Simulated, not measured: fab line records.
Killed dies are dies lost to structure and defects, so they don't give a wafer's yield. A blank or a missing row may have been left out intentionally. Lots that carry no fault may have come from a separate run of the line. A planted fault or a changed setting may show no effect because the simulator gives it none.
fab line records    flow nand_harc    part 1 of 2: steps 1 to 28 of 39
record lots=5  wafers=15  last_day=23
route steps=1159 shown P_GATE@172
lots untouched by any fault: they come from a run of this same line in which no faults occurred
start_h: hours from the record's first day to the start of the lot's first wafer shown    wait_h: hours since the lot's step before    " as in the row above    L1.1+2: several wafers, shown together as one row    - either no value or no given start    * or withheld: withheld    < > ~ a bound
route shown NAME@n: names a module that has steps shown in the file, with the first one's number in the route    usual: mean/standard deviation of fault-free wafers    same: alike in all rows    chamber/n: place in a boat    sites: per-site readings    _std_site: standard deviation across them    _edge_site: inner sites' mean taken away from outer sites' mean    radius_mm: for every site, how far away it sits from the centre of the wafer    mask NAME#n: copy n    behind: the last tool/chamber to shape the wafer    hold: why the lot was held/for how many hours/how that ended    device: whichever transistor did not switch (one of n, p or np)    end of line: tests run on the same wafers once the route is complete    a step with no rows: only its recipe    killed: at the first sort, the dies lost to defects and structure; wafer yield is something else    map: a wafer's dies, marking killed ones x, the rest . and places with no die _
set.NAME: the setting that was run; set.NAME@STEP: the one run at that earlier step    model.NAME: the simulator's own value behind a step, which no gauge read
certain route steps with their lots: each step a table, each wafer a row
services: from which hour (start_h, from the record's first day; less than 0 if before it) a tool's chamber was out of use, for how many hours, and why
## steps
# step NHARC_P_GATE_DESCUM_48
# recipe time_s=3  o2_flow_sccm=200  ar_flow_sccm=0  bias_power_w=0  chemistry=O2
# usual chamber_pressure_mTorr=60.00/0.058  drypump_motor_current_A=5.8/0.46  oes_product_au=1.000/0.013  rf_vpp_V=57.8/0.93  showerhead_plenum_p_Torr=1.90/0.085  throttle_valve_pct=11.311/0.0094
lot.wafer  tool         chamber  start_h  wait_h  chamber_pressure_mTorr  drypump_motor_current_A  oes_product_au  rf_hours_counter_h  rf_vpp_V  showerhead_plenum_p_Torr  throttle_valve_pct
L080.1     rie_diel-08  0        136.85   -       60.03                   6.3                      1.019           0                   57.8      1.86                      11.309
L080.4     "            1        "        "       60.00                   6.1                      0.987           0                   57.0      1.88                      11.309
L080.3     "            3        "        "       60.02                   6.2                      0.993           0                   57.9      1.84                      11.321
L082.4     rie_diel-06  1        147.44   -       60.12                   6.2                      1.031           23                  57.2      1.81                      11.314
L082.3     "            2        "        "       60.03                   5.7                      0.996           26                  57.6      1.82                      11.300
L082.5     "            3        "        "       60.02                   5.8                      1.018           -                   57.2      2.00                      11.303
L084.2     rie_diel-08  0        159.13   -       60.03                   6.3                      0.999           4                   56.9      1.86                      11.300
L084.6     "            1        "        "       60.05                   6.1                      0.971           -                   56.6      1.88                      11.328
L084.5     "            2        "        "       59.99                   4.9                      0.999           -                   59.0      2.04                      11.331
L086.1     rie_diel-08  3        178.59   -       60.07                   6.2                      0.983           9                   55.8      1.83                      11.300
L086.4     "            0        "        "       60.05                   6.3                      1.007           9                   57.8      1.86                      11.306
L086.6     "            0        "        "       59.99                   6.3                      1.011           -                   56.6      1.86                      11.313
L093.4     rie_diel-04  3        212.98   -       59.95                   5.9                      0.984           38                  59.0      1.99                      11.317
L093.2     "            0        "        "       59.96                   5.7                      0.996           36                  57.6      1.98                      11.306
L093.6     "            0        "        "       60.02                   5.7                      0.991           -                   56.6      1.98                      11.303
# step NHARC_P_GATE_IMPLANT_49
# recipe energy_kev=30  dose_cm2=3e+15  tilt_deg=7
lot.wafer   tool          chamber  start_h  wait_h
L080.1+3+4  implanter-01  0        137.00   0.1
L082.3+4+5  implanter-02  0        147.62   0.2
L084.2+5+6  implanter-02  0        159.43   0.3
L086.1+4+6  implanter-02  0        178.74   0.1
L093.2+4+6  implanter-01  0        213.16   0.2
# step NHARC_P_GATE_STRIP_111
# recipe power_w=1500  temp_c=110  time_s=250  chemistry=N2/H2
# usual drypump_motor_current_A=5.76/0.043  heater_power_w=90/7
lot.wafer  tool             chamber  start_h  wait_h  drypump_motor_current_A  heater_power_w  rf_hours_counter_h
L080.1     plasma_asher-01  1        137.22   0.2     5.76                     86              10
L080.4     "                1        "        "       5.75                     87              -
L080.3     "                0        "        "       5.73                     99              -
L082.3     plasma_asher-01  0        147.88   0.2     5.75                     94              -
L082.4     "                1        "        "       5.76                     89              -
L082.5     "                1        "        "       5.75                     86              -
L084.2     plasma_asher-01  0        159.67   0.2     5.74                     99              17
L084.5     "                1        "        "       5.76                     86              -
L084.6     "                0        "        "       5.71                     99              -
L086.1     plasma_asher-01  0        178.96   0.2     5.72                     95              25
L086.4     "                0        "        "       5.74                     100             -
L086.6     "                0        "        "       5.74                     99              -
L093.2     plasma_asher-02  1        213.40   0.2     5.75                     95              8
L093.4     "                0        "        "       5.83                     79              -
L093.6     "                0        "        "       5.83                     80              -
# step NHARC_P_GATE_STRIP_75
# recipe power_w=1500  temp_c=250  chemistry=O2
# usual drypump_motor_current_A=5.76/0.041  heater_power_w=336/26
lot.wafer  tool             chamber  start_h  wait_h  drypump_motor_current_A  heater_power_w  rf_hours_counter_h
L080.1     plasma_asher-01  1        137.52   0.2     5.78                     325             11
L080.4     "                1        "        "       5.77                     319             -
L080.3     "                0        "        "       5.75                     358             -
L082.3     plasma_asher-01  0        148.11   0.2     5.73                     363             -
L082.4     "                1        "        "       5.74                     324             -
L082.5     "                1        "        "       5.75                     323             -
L084.2     plasma_asher-01  0        159.94   0.2     5.72                     372             18
L084.5     "                1        "        "       5.79                     319             -
L084.6     "                0        "        "       5.72                     356             -
L086.1     plasma_asher-01  0        179.26   0.3     5.74                     362             25
L086.4     "                0        "        "       5.72                     368             -
L086.6     "                0        "        "       5.76                     365             -
L093.2     plasma_asher-02  1        213.67   0.2     5.72                     357             8
L093.4     "                0        "        "       5.84                     295             -
L093.6     "                0        "        "       5.82                     297             -
# step NHARC_P_GATE_STRIP_50
# recipe time_s=900  temp_c=130  chemistry=SPM
lot.wafer   tool          chamber  start_h  wait_h
L080.3+1+4  wet_bench-03  7,2,3    137.68   0.1
L082.5+3+4  wet_bench-09  7,1,2    148.24   0.1
L084.2+5+6  wet_bench-09  7,1,3    160.08   0.1
L086.6+4+1  wet_bench-09  3,6,0    179.41   0.1
L093.4+2+6  wet_bench-03  4,5,6    213.80   0.1
# step NHARC_P_GATE_DEHYDRATE_51
# recipe temp_c=150  time_s=120
# usual plate_temp_C=150.01/0.15
lot.wafer  tool            chamber  start_h  wait_h  plate_temp_C
L080.1     litho_track-02  0        138.03   -       150.25
L080.3     "               0        "        "       150.05
L080.4     "               0        "        "       150.03
L082.3     litho_track-03  0        148.59   -       149.76
L082.4     "               0        "        "       150.01
L082.5     "               0        "        "       149.93
L084.2     litho_track-02  0        160.43   -       150.09
L084.5     "               0        "        "       149.98
L084.6     "               0        "        "       149.90
L086.1     litho_track-03  0        179.76   -       150.09
L086.4     "               0        "        "       149.97
L086.6     "               0        "        "       149.86
L093.2     litho_track-02  0        214.15   -       150.41
L093.4     "               0        "        "       150.25
L093.6     "               0        "        "       150.02
# step NHARC_P_GATE_HMDS_52
# recipe time_s=30
lot.wafer   tool            chamber  start_h  wait_h
L080.1+3+4  litho_track-02  0        -        -
L082.3+4+5  litho_track-03  0        -        -
L084.2+5+6  litho_track-02  0        -        -
L086.1+4+6  litho_track-03  0        -        -
L093.2+4+6  litho_track-02  0        -        -
# step NHARC_P_GATE_COAT_53
# recipe spin_rpm=3000
# usual spin_speed_rpm=3000.0/1.8
lot.wafer  tool            chamber  start_h  wait_h  spin_speed_rpm
L080.1     litho_track-02  0        -        -       2998.6
L080.3     "               0        "        "       2999.5
L080.4     "               0        "        "       3001.6
L082.3     litho_track-03  0        -        -       2994.1
L082.4     "               0        "        "       2997.5
L082.5     "               0        "        "       3000.0
L084.2     litho_track-02  0        -        -       3000.6
L084.5     "               0        "        "       2999.2
L084.6     "               0        "        "       3000.2
L086.1     litho_track-03  0        -        -       2998.5
L086.4     "               0        "        "       3000.5
L086.6     "               0        "        "       3001.1
L093.2     litho_track-02  0        -        -       2999.1
L093.4     "               0        "        "       2998.6
L093.6     "               0        "        "       3003.6
# step NHARC_P_GATE_SOFTBAKE_54
# recipe temp_c=122  time_s=95
# usual plate_temp_C=121.99/0.14
lot.wafer  tool            chamber  start_h  wait_h  plate_temp_C
L080.1     litho_track-02  0        -        -       121.94
L080.3     "               0        "        "       122.01
L080.4     "               0        "        "       121.85
L082.3     litho_track-03  0        -        -       122.23
L082.4     "               0        "        "       122.03
L082.5     "               0        "        "       122.32
L084.2     litho_track-02  0        -        -       121.81
L084.5     "               0        "        "       121.87
L084.6     "               0        "        "       121.89
L086.1     litho_track-03  0        -        -       122.11
L086.4     "               0        "        "       121.77
L086.6     "               0        "        "       122.03
L093.2     litho_track-02  0        -        -       121.85
L093.4     "               0        "        "       122.01
L093.6     "               0        "        "       121.95
# step NHARC_P_GATE_EBR_55
lot.wafer   tool            chamber  start_h  wait_h
L080.1+3+4  litho_track-02  0        -        -
L082.3+4+5  litho_track-03  0        -        -
L084.2+5+6  litho_track-02  0        -        -
L086.1+4+6  litho_track-03  0        -        -
L093.2+4+6  litho_track-02  0        -        -
# step NHARC_P_GATE_EXPOSE_56
# recipe na=0.6  target_cd_nm=720  dose_mj=14.81  mask_id=P_PSD
# usual focus_offset_nm=-0.1/0.49
lot.wafer  tool            chamber  start_h  wait_h  mask     focus_offset_nm
L080.1     krf_scanner-03  0        138.17   -       P_PSD#0  0.4
L080.3     "               0        "        "       P_PSD#0  -0.2
L080.4     "               0        "        "       P_PSD#0  0.0
L082.3     krf_scanner-03  0        148.87   -       P_PSD#0  0.1
L082.4     "               0        "        "       P_PSD#0  0.8
L082.5     "               0        "        "       P_PSD#0  -0.6
L084.2     krf_scanner-04  0        160.70   -       P_PSD#0  0.1
L084.5     "               0        "        "       P_PSD#0  0.5
L084.6     "               0        "        "       P_PSD#0  0.5
L086.1     krf_scanner-04  0        180.03   -       P_PSD#0  0.6
L086.4     "               0        "        "       P_PSD#0  -0.5
L086.6     "               0        "        "       P_PSD#0  0.7
L093.2     krf_scanner-02  0        214.43   -       P_PSD#0  0.1
L093.4     "               0        "        "       P_PSD#0  -0.9
L093.6     "               0        "        "       P_PSD#0  -1.1
# step NHARC_P_GATE_PEB_57
# recipe peb_temp_c=118  peb_time_s=85
# usual plate_temp_C=117.97/0.13
# same peb_time_s=85
lot.wafer  tool            chamber  start_h  wait_h  plate_temp_C
L080.1     litho_track-03  0        138.24   0.1     118.08
L080.3     "               0        "        "       117.90
L080.4     "               0        "        "       118.06
L082.3     litho_track-05  0        148.92   0.1     117.96
L082.4     "               0        "        "       117.97
L082.5     "               0        "        "       117.75
L084.2     litho_track-03  0        160.76   0.1     118.16
L084.5     "               0        "        "       117.96
L084.6     "               0        "        "       118.01
L086.1     litho_track-03  0        180.10   0.1     118.02
L086.4     "               0        "        "       118.03
L086.6     "               0        "        "       118.05
L093.2     litho_track-02  0        214.49   0.1     117.67
L093.4     "               0        "        "       117.82
L093.6     "               0        "        "       117.87
# step NHARC_P_GATE_DEVELOP_58
# recipe time_s=70
lot.wafer   tool            chamber  start_h  wait_h
L080.1+3+4  litho_track-03  0        -        -
L082.3+4+5  litho_track-05  0        -        -
L084.2+5+6  litho_track-03  0        -        -
L086.1+4+6  litho_track-03  0        -        -
L093.2+4+6  litho_track-02  0        -        -
# step NHARC_P_GATE_CD_MEAS_59
# recipe target_cd_nm=720  landing_energy_ev=500
# usual cd_nm=718.9/1.6
lot.wafer  tool       chamber  start_h  wait_h  cd_nm
L080.1     cd_sem-02  0        138.33   -       720.1
L080.3     "          0        "        "       718.9
L080.4     "          0        "        "       718.5
L082.3     cd_sem-03  0        149.02   -       718.7
L082.4     "          0        "        "       718.2
L082.5     "          0        "        "       720.4
L084.2     cd_sem-01  0        160.86   -       721.0
L084.5     "          0        "        "       720.1
L084.6     "          0        "        "       720.5
L086.1     cd_sem-02  0        180.19   -       716.7
L086.4     "          0        "        "       718.9
L086.6     "          0        "        "       719.1
L093.2     cd_sem-01  0        214.58   -       719.0
L093.4     "          0        "        "       718.8
L093.6     "          0        "        "       719.1
# step NHARC_P_GATE_HARDBAKE_60
# recipe temp_c=125  time_s=80
# usual plate_temp_C=125.00/0.13
lot.wafer  tool            chamber  start_h  wait_h  plate_temp_C
L080.1     litho_track-05  0        138.42   -       124.93
L080.3     "               0        "        "       124.91
L080.4     "               0        "        "       124.92
L082.3     litho_track-05  0        149.10   -       125.15
L082.4     "               0        "        "       125.15
L082.5     "               0        "        "       125.23
L084.2     litho_track-02  0        160.94   -       124.95
L084.5     "               0        "        "       124.85
L084.6     "               0        "        "       125.02
L086.1     litho_track-05  0        180.27   -       125.27
L086.4     "               0        "        "       125.10
L086.6     "               0        "        "       125.18
L093.2     litho_track-05  0        214.66   -       125.00
L093.4     "               0        "        "       124.94
L093.6     "               0        "        "       125.01
# step NHARC_P_GATE_DESCUM_61
# recipe time_s=3  o2_flow_sccm=200  ar_flow_sccm=0  bias_power_w=0  chemistry=O2
# usual chamber_pressure_mTorr=60.00/0.049  drypump_motor_current_A=5.8/0.42  oes_product_au=1.000/0.012  rf_vpp_V=57.7/0.93  showerhead_plenum_p_Torr=1.91/0.088  throttle_valve_pct=11.311/0.0092
lot.wafer  tool         chamber  start_h  wait_h  chamber_pressure_mTorr  drypump_motor_current_A  oes_product_au  rf_hours_counter_h  rf_vpp_V  showerhead_plenum_p_Torr  throttle_valve_pct
L080.4     rie_diel-04  0        138.50   -       59.98                   5.7                      1.007           6                   57.6      1.99                      11.317
L080.1     "            1        "        "       59.99                   5.5                      0.994           7                   58.8      1.90                      11.317
L080.3     "            2        "        "       60.10                   5.6                      0.999           9                   56.8      2.07                      11.310
L082.3     rie_diel-06  1        149.17   -       60.02                   6.2                      1.027           23                  58.5      1.81                      11.309
L082.4     "            3        "        "       60.11                   5.8                      1.014           27                  59.2      2.00                      11.303
L082.5     "            1        "        "       60.03                   6.2                      1.030           -                   58.3      1.81                      11.327
L084.2     rie_diel-08  0        161.04   -       60.09                   6.3                      1.014           4                   58.6      1.86                      11.312
L084.5     "            2        "        "       59.98                   4.9                      1.004           -                   58.3      2.04                      11.286
L084.6     "            3        "        "       60.03                   6.2                      0.994           -                   57.8      1.83                      11.301
L086.4     rie_diel-08  3        180.37   -       59.94                   6.2                      0.996           9                   57.2      1.83                      11.319
L086.1     "            0        "        "       59.94                   6.3                      1.017           10                  56.8      1.85                      11.312
L086.6     "            1        "        "       60.04                   6.1                      0.985           -                   57.2      1.88                      11.320
L093.4     rie_diel-08  0        214.79   -       60.01                   6.3                      1.018           17                  57.3      1.85                      11.305
L093.2     "            2        "        "       59.94                   4.9                      0.994           18                  59.1      2.04                      11.307
L093.6     "            0        "        "       59.94                   6.3                      1.009           -                   58.8      1.85                      11.313
# step NHARC_P_GATE_IMPLANT_62
# recipe energy_kev=20  dose_cm2=3e+15  tilt_deg=7
lot.wafer   tool          chamber  start_h  wait_h
L080.1+3+4  implanter-01  0        138.65   0.1
L082.3+4+5  implanter-02  0        149.38   0.2
L084.2+5+6  implanter-02  0        161.19   0.1
L086.1+4+6  implanter-01  0        180.50   0.1
L093.2+4+6  implanter-01  0        214.96   0.1
# step NHARC_P_GATE_STRIP_112
# recipe power_w=1500  temp_c=110  time_s=200  chemistry=N2/H2
# usual drypump_motor_current_A=5.77/0.046  heater_power_w=89/7.3
lot.wafer  tool             chamber  start_h  wait_h  drypump_motor_current_A  heater_power_w  rf_hours_counter_h
L080.1     plasma_asher-01  1        138.91   0.2     5.78                     85              11
L080.4     "                0        "        "       5.74                     97              -
L080.3     "                1        "        "       5.77                     88              -
L082.3     plasma_asher-01  0        149.63   0.2     5.71                     95              -
L082.4     "                1        "        "       5.78                     86              -
L082.5     "                1        "        "       5.77                     86              -
L084.2     plasma_asher-01  0        161.40   0.2     5.75                     94              18
L084.6     "                0        "        "       5.75                     96              -
L084.5     "                1        "        "       5.77                     86              -
L086.1     plasma_asher-02  0        180.83   0.3     5.85                     79              57
L086.4     "                0        "        "       5.83                     79              -
L086.6     "                0        "        "       5.81                     80              -
L093.2     plasma_asher-02  0        215.20   0.2     5.86                     79              8
L093.4     "                1        "        "       5.72                     93              -
L093.6     "                1        "        "       5.72                     98              -
# step NHARC_P_GATE_STRIP_76
# recipe power_w=1500  temp_c=250  chemistry=O2
# usual drypump_motor_current_A=5.77/0.049  heater_power_w=333/28
lot.wafer  tool             chamber  start_h  wait_h  drypump_motor_current_A  heater_power_w  rf_hours_counter_h
L080.1     plasma_asher-01  1        139.15   0.2     5.75                     323             11
L080.4     "                0        "        "       5.73                     359             -
L080.3     "                1        "        "       5.75                     321             -
L082.3     plasma_asher-01  0        149.82   0.2     5.76                     360             -
L082.4     "                1        "        "       5.77                     334             -
L082.5     "                1        "        "       5.77                     329             -
L084.2     plasma_asher-01  0        161.66   0.2     5.74                     364             18
L084.6     "                0        "        "       5.76                     360             -
L084.5     "                1        "        "       5.77                     322             -
L086.1     plasma_asher-02  0        181.09   0.2     5.85                     290             58
L086.4     "                0        "        "       5.82                     297             -
L086.6     "                0        "        "       5.82                     298             -
L093.2     plasma_asher-02  0        215.43   0.2     5.86                     297             9
L093.4     "                1        "        "       5.75                     361             -
L093.6     "                1        "        "       5.74                     358             -
# step NHARC_P_GATE_STRIP_63
# recipe time_s=900  temp_c=130  chemistry=SPM
lot.wafer   tool          chamber  start_h  wait_h
L080.1+3+4  wet_bench-09  6,7,2    139.28   0.1
L082.4+3+5  wet_bench-06  4,6,7    149.96   0.1
L084.6+2+5  wet_bench-09  3,6,7    161.81   0.1
L086.4+6+1  wet_bench-03  4,6,7    181.24   0.1
L093.6+4+2  wet_bench-06  7,1,2    215.56   0.1
# step NHARC_P_GATE_DEHYDRATE_83
# recipe temp_c=150  time_s=120
# usual plate_temp_C=150.03/0.14
lot.wafer  tool            chamber  start_h  wait_h  plate_temp_C
L080.1     litho_track-02  0        139.63   -       149.85
L080.3     "               0        "        "       150.09
L080.4     "               0        "        "       149.86
L082.3     litho_track-05  0        150.30   -       149.91
L082.4     "               0        "        "       149.88
L082.5     "               0        "        "       149.66
L084.2     litho_track-02  0        162.15   -       149.94
L084.5     "               0        "        "       149.67
L084.6     "               0        "        "       149.83
L086.1     litho_track-05  0        181.59   -       149.79
L086.4     "               0        "        "       149.69
L086.6     "               0        "        "       150.05
L093.2     litho_track-05  0        215.91   -       150.17
L093.4     "               0        "        "       150.01
L093.6     "               0        "        "       150.09
# step NHARC_P_GATE_HMDS_84
# recipe time_s=30
lot.wafer   tool            chamber  start_h  wait_h
L080.1+3+4  litho_track-02  0        -        -
L082.3+4+5  litho_track-05  0        -        -
L084.2+5+6  litho_track-02  0        -        -
L086.1+4+6  litho_track-05  0        -        -
L093.2+4+6  litho_track-05  0        -        -
# step NHARC_P_GATE_COAT_85
# recipe spin_rpm=3000
# usual spin_speed_rpm=3000.0/1.8
lot.wafer  tool            chamber  start_h  wait_h  spin_speed_rpm
L080.1     litho_track-02  0        -        -       3001.7
L080.3     "               0        "        "       3001.0
L080.4     "               0        "        "       2998.9
L082.3     litho_track-05  0        -        -       3000.0
L082.4     "               0        "        "       3003.4
L082.5     "               0        "        "       3001.9
L084.2     litho_track-02  0        -        -       2998.5
L084.5     "               0        "        "       2998.1
L084.6     "               0        "        "       2999.9
L086.1     litho_track-05  0        -        -       2998.1
L086.4     "               0        "        "       2996.2
L086.6     "               0        "        "       2999.9
L093.2     litho_track-05  0        -        -       2999.9
L093.4     "               0        "        "       3001.8
L093.6     "               0        "        "       2999.1
# step NHARC_P_GATE_SOFTBAKE_86
# recipe temp_c=122  time_s=95
# usual plate_temp_C=122.01/0.15
lot.wafer  tool            chamber  start_h  wait_h  plate_temp_C
L080.1     litho_track-02  0        -        -       121.94
L080.3     "               0        "        "       122.04
L080.4     "               0        "        "       121.78
L082.3     litho_track-05  0        -        -       122.46
L082.4     "               0        "        "       121.93
L082.5     "               0        "        "       122.16
L084.2     litho_track-02  0        -        -       122.17
L084.5     "               0        "        "       122.08
L084.6     "               0        "        "       122.18
L086.1     litho_track-05  0        -        -       122.23
L086.4     "               0        "        "       122.17
L086.6     "               0        "        "       122.04
L093.2     litho_track-05  0        -        -       121.79
L093.4     "               0        "        "       122.42
L093.6     "               0        "        "       121.98
# step NHARC_P_GATE_EBR_87
lot.wafer   tool            chamber  start_h  wait_h
L080.1+3+4  litho_track-02  0        -        -
L082.3+4+5  litho_track-05  0        -        -
L084.2+5+6  litho_track-02  0        -        -
L086.1+4+6  litho_track-05  0        -        -
L093.2+4+6  litho_track-05  0        -        -
# step NHARC_P_GATE_EXPOSE_88
# recipe na=0.6  target_cd_nm=2000  dose_mj=11.87  mask_id=P_HVN
# usual focus_offset_nm=0.0/0.47
lot.wafer  tool            chamber  start_h  wait_h  mask     focus_offset_nm
L080.1     krf_scanner-04  0        139.90   -       P_HVN#0  0.2
L080.3     "               0        "        "       P_HVN#0  -0.8
L080.4     "               0        "        "       P_HVN#0  -0.5
L082.3     krf_scanner-04  0        150.58   -       P_HVN#0  0.0
L082.4     "               0        "        "       P_HVN#0  -0.7
L082.5     "               0        "        "       P_HVN#0  -0.5
L084.2     krf_scanner-03  0        162.43   -       P_HVN#0  0.6
L084.5     "               0        "        "       P_HVN#0  0.0
L084.6     "               0        "        "       P_HVN#0  0.4
L086.1     krf_scanner-03  0        181.86   -       P_HVN#0  0.0
L086.4     "               0        "        "       P_HVN#0  -0.4
L086.6     "               0        "        "       P_HVN#0  -1.0
L093.2     krf_scanner-04  0        216.06   -       P_HVN#0  0.7
L093.4     "               0        "        "       P_HVN#0  0.1
L093.6     "               0        "        "       P_HVN#0  0.5
# step NHARC_P_GATE_PEB_89
# recipe peb_temp_c=118  peb_time_s=85
# usual plate_temp_C=118.02/0.11
# same peb_time_s=85
lot.wafer  tool            chamber  start_h  wait_h  plate_temp_C
L080.1     litho_track-02  0        139.97   0.1     118.02
L080.3     "               0        "        "       118.04
L080.4     "               0        "        "       117.81
L082.3     litho_track-05  0        150.63   0.1     117.98
L082.4     "               0        "        "       117.93
L082.5     "               0        "        "       118.06
L084.2     litho_track-05  0        162.49   0.1     118.04
L084.5     "               0        "        "       118.04
L084.6     "               0        "        "       118.02
L086.1     litho_track-05  0        181.93   0.1     117.82
L086.4     "               0        "        "       118.02
L086.6     "               0        "        "       118.23
L093.2     litho_track-05  0        216.12   0.1     118.26
L093.4     "               0        "        "       117.97
L093.6     "               0        "        "       118.03
# step NHARC_P_GATE_DEVELOP_90
# recipe time_s=70
lot.wafer   tool            chamber  start_h  wait_h
L080.1+3+4  litho_track-02  0        -        -
L082.3+4+5  litho_track-05  0        -        -
L084.2+5+6  litho_track-05  0        -        -
L086.1+4+6  litho_track-05  0        -        -
L093.2+4+6  litho_track-05  0        -        -
